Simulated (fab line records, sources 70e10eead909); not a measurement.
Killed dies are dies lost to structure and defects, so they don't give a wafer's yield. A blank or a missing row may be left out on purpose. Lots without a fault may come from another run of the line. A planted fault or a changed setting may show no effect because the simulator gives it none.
Which tool did it? | flow nand_harc | 13 lots, 39 wafers sampled, at 5 steps of a route of 1302

WHAT THE GAUGES READ, wafer by wafer
NHARC_A_BONDPAD_INSPECT_23. Usual: raw_defect_count 560, standard deviation 140.
lot  | measured     | on                | raw_defect_count | flag
L926 | day 23 13:31 | defect_inspect-02 | 770 542 699      |
L928 | day 24 07:51 | defect_inspect-02 | 1043 831 658     |
L927 | day 24 09:11 | defect_inspect-02 | 550 625 566      |
L929 | day 24 10:34 | defect_inspect-01 | 582 498 399      |
L932 | day 25 01:05 | defect_inspect-01 | 496 500 631      |
L933 | day 26 09:23 | defect_inspect-02 | 534 518 497      |
L935 | day 27 21:13 | defect_inspect-02 | 787 925 656      |
L942 | day 29 13:21 | defect_inspect-02 | 948 678 727      |
L941 | day 29 19:12 | defect_inspect-01 | 458 380 440      |
L946 | day 31 07:05 | defect_inspect-01 | 565 543 550      |
L947 | day 31 21:08 | defect_inspect-01 | 529 414 460      |
L948 | day 32 16:10 | defect_inspect-01 | 468 433 537      |
L949 | day 32 17:17 | defect_inspect-01 | 731 461 563      |

NHARC_THIN_TSV_CD_MEAS_37. Usual: cd_nm 5000.5 nm, standard deviation 3.
lot  | measured     | on        | cd_nm (nm)           | flag
L926 | day 24 09:56 | cd_sem-03 | 5004.4 4999.8 5005.7 |
L928 | day 25 04:28 | cd_sem-03 | 4998.5 4998.6 4997.4 |
L927 | day 25 03:23 | cd_sem-02 | 5003.4 5002.2 5006.1 |
L929 | day 25 05:49 | cd_sem-03 | 5002.2 5000.5 4996.4 |
L932 | day 25 21:57 | cd_sem-03 | 4999.9 5000.2 5001.1 |
L933 | day 27 03:04 | cd_sem-03 | 5002.2 5003.9 5002.4 |
L935 | day 28 17:13 | cd_sem-02 | 4998.6 4999.8 4999.3 |
L942 | day 30 11:31 | cd_sem-01 | 5001.9 4998.3 5000.3 |
L941 | day 30 15:46 | cd_sem-03 | 4998.7 5001.9 5000.8 |
L946 | day 32 11:54 | cd_sem-02 | 4998.9 5002.1 4999.7 |
L947 | day 32 18:59 | cd_sem-02 | 5001.7 5005.5 5004.1 |
L948 | day 33 13:54 | cd_sem-02 | 5000.9 5002.3 5001.5 |
L949 | day 33 12:40 | cd_sem-03 | 5005.3 5002.1 5004.6 |

NHARC_END_SORT_01. Usual: defect_limited_yield 91 %, standard deviation 3; killed_at_array 54, standard deviation 21; killed_at_other 1.0, standard deviation 1.2; killed_at_periphery 3.6, standard deviation 2.6; killed_dies 58, standard deviation 20; killed_open 3.3, standard deviation 1.9; killed_short 2.6, standard deviation 1.5; sort_bin_2_pct 3.1 %, standard deviation 1.4; sort_bin_3_pct 0.6 %, standard deviation 0.37; sort_bin_4_pct 4.9 %, standard deviation 1.6; sort_n_pass 619, standard deviation 20; sort_rim_yield_pct 91 %, standard deviation 4.3; sort_yield_pct 91 %, standard deviation 3.
lot  | measured     | on        | defect_limited_yield (%) | killed_at_array | killed_at_other | killed_at_periphery | killed_dies | killed_open | killed_short | sort_bin_2_pct (%) | sort_bin_3_pct (%) | sort_bin_4_pct (%) | sort_n_pass | sort_rim_yield_pct (%) | sort_yield_pct (%) | flag
L928 | day 25 11:00 | prober-01 | 96 97 96                 | 26 20 27        | 0 0 0           | 0 0 2               | 26 20 29    | 5 5 4       | 4 2 6        | 1.9 0.9 0.6        | 0 0 0.1            | 1.9 2.1 3.5        | 651 657 648 | 96 95 94               | 96 97 96           |
L933 | day 27 10:44 | prober-01 | 91 92 88                 | 57 52 83        | 1 0 0           | 2 1 1               | 60 53 84    | 0 1 2       | 4 0 2        | 3.8 3.4 4.6        | 1.0 0.6 0.7        | 4.0 3.8 7.1        | 617 624 593 | 92 93 91               | 91 92 88           |
L942 | day 30 19:50 | prober-02 | 87 88 87                 | 77 69 74        | 0 0 1           | 8 10 11             | 85 79 86    | 4 3 7       | 2 1 2        | 3.7 4.3 5.9        | 0.6 1.0 0.6        | 8.3 6.4 6.2        | 592 598 591 | 89 87 84               | 87 88 87           |
L946 | day 32 21:00 | prober-02 | 94 91 91                 | 38 56 61        | 1 0 1           | 3 2 1               | 42 58 63    | 4 2 1       | 3 3 5        | 2.8 4.0 3.1        | 0.3 0.3 0.9        | 3.1 4.3 5.3        | 635 619 614 | 89 88 85               | 94 91 91           |

WHICH TOOL RAN EACH LOT (tool, then ch and the chambers of the sampled wafers, then the start)
lot  | NHARC_A_BONDPAD_PVD_17                  | NHARC_THIN_TSV_STRIP_56
L926 | pvd_sputter-01, day 23 13:31 or earlier | plasma_asher-02 ch 0,1, day 24 09:13
L928 | pvd_sputter-01, day 24 07:51 or earlier | plasma_asher-02 ch 0,1, day 25 03:40
L927 | pvd_sputter-03, day 24 09:11 or earlier | plasma_asher-01 ch 0,1, day 25 02:41
L929 | pvd_sputter-02, day 24 10:34 or earlier | plasma_asher-02 ch 0,1, day 25 05:06
L932 | pvd_sputter-02, day 25 01:05 or earlier | plasma_asher-02 ch 0,1, day 25 21:06
L933 | pvd_sputter-02, day 26 09:23 or earlier | plasma_asher-01 ch 0,1, day 27 02:16
L935 | pvd_sputter-03, day 27 21:13 or earlier | plasma_asher-02 ch 0,1, day 28 16:31
L942 | pvd_sputter-03, day 29 13:21 or earlier | plasma_asher-02 ch 0,1, day 30 10:49
L941 | pvd_sputter-03, day 29 19:12 or earlier | plasma_asher-01 ch 0,1, day 30 14:58
L946 | pvd_sputter-01, day 31 07:05 or earlier | plasma_asher-02 ch 0,1, day 32 11:06
L947 | pvd_sputter-02, day 31 21:08 or earlier | plasma_asher-02 ch 0,1, day 32 18:15
L948 | pvd_sputter-03, day 32 16:10 or earlier | plasma_asher-01 ch 0,1, day 33 13:07
L949 | pvd_sputter-03, day 32 17:17 or earlier | plasma_asher-02 ch 0,1, day 33 11:55
- NHARC_A_BONDPAD_PVD_17: deposits TaN, target thk 5 nm, time 8.06 s.
- NHARC_THIN_TSV_STRIP_56: strips in O2.

WHAT THE TOOLS THEMSELVES READ (means of the sampled wafers that have a number; where no wafer has one, the mark that the record gives instead)
NHARC_A_BONDPAD_PVD_17. Usual: throttle_valve_pct 29.2 %, standard deviation 0.95.
lot  | tool           | throttle_valve_pct (%) | flag
L926 | pvd_sputter-01 | 30.6                   |
L928 | pvd_sputter-01 | 30.4                   |
L927 | pvd_sputter-03 | 28.6                   |
L929 | pvd_sputter-02 | 28.7                   |
L932 | pvd_sputter-02 | 29.0                   |
L933 | pvd_sputter-02 | 28.8                   |
L935 | pvd_sputter-03 | 28.7                   |
L942 | pvd_sputter-03 | 29.6                   |
L941 | pvd_sputter-03 | 28.8                   |
L946 | pvd_sputter-01 | 30.7                   |
L947 | pvd_sputter-02 | 29.5                   |
L948 | pvd_sputter-03 | 29.2                   |
L949 | pvd_sputter-03 | 29.5                   |

NHARC_THIN_TSV_STRIP_56. Usual: drypump_motor_current_A 5.6 A, standard deviation 0.38; heater_power_w 347 W, standard deviation 11.
lot  | tool            | drypump_motor_current_A (A) | heater_power_w (W) | flag
L926 | plasma_asher-02 | 5.9                         | 341                |
L928 | plasma_asher-02 | 6.0                         | 344                |
L927 | plasma_asher-01 | 5.3                         | 336                |
L929 | plasma_asher-02 | 5.9                         | 339                |
L932 | plasma_asher-02 | 6.0                         | 344                |
L933 | plasma_asher-01 | 5.2                         | 352                |
L935 | plasma_asher-02 | 6.0                         | 351                |
L942 | plasma_asher-02 | -                           | -                  | OFF
L941 | plasma_asher-01 | -                           | -                  | OFF
L946 | plasma_asher-02 | 6.0                         | 353                |
L947 | plasma_asher-02 | 6.0                         | 348                |
L948 | plasma_asher-01 | 5.2                         | 355                |
L949 | plasma_asher-02 | 5.9                         | 350                |

THE ANSWER, worked out from the rows above alone
Rule: a lot is off if the mean of its wafers that have a number lies more than 3 standard deviations from the usual mean. A lot without any number at a reading at which 4 lots or more have one is off too. The other lots that the step has rows for count as sound. The gauges are gone through in route order, then the tools' own readings, and for those a lot's mean is taken as printed above. The first step at which some lot is off is used, and at that step the reading that is off furthest; a lot without a number counts as furthest.
Off: L942, L941, at NHARC_THIN_TSV_STRIP_56 (drypump_motor_current_A). Without a number there: L942, L941.
A tool fits if, at that step or a process step before it, it ran every lot that is off, and no sound lot after the first of them. NHARC_A_BONDPAD_PVD_17 gives no start for some lots, so the hours and the order of its lots are those of NHARC_A_BONDPAD_INSPECT_23. None of those tried fits.

WHAT THE SIMULATOR HAD PUT IN
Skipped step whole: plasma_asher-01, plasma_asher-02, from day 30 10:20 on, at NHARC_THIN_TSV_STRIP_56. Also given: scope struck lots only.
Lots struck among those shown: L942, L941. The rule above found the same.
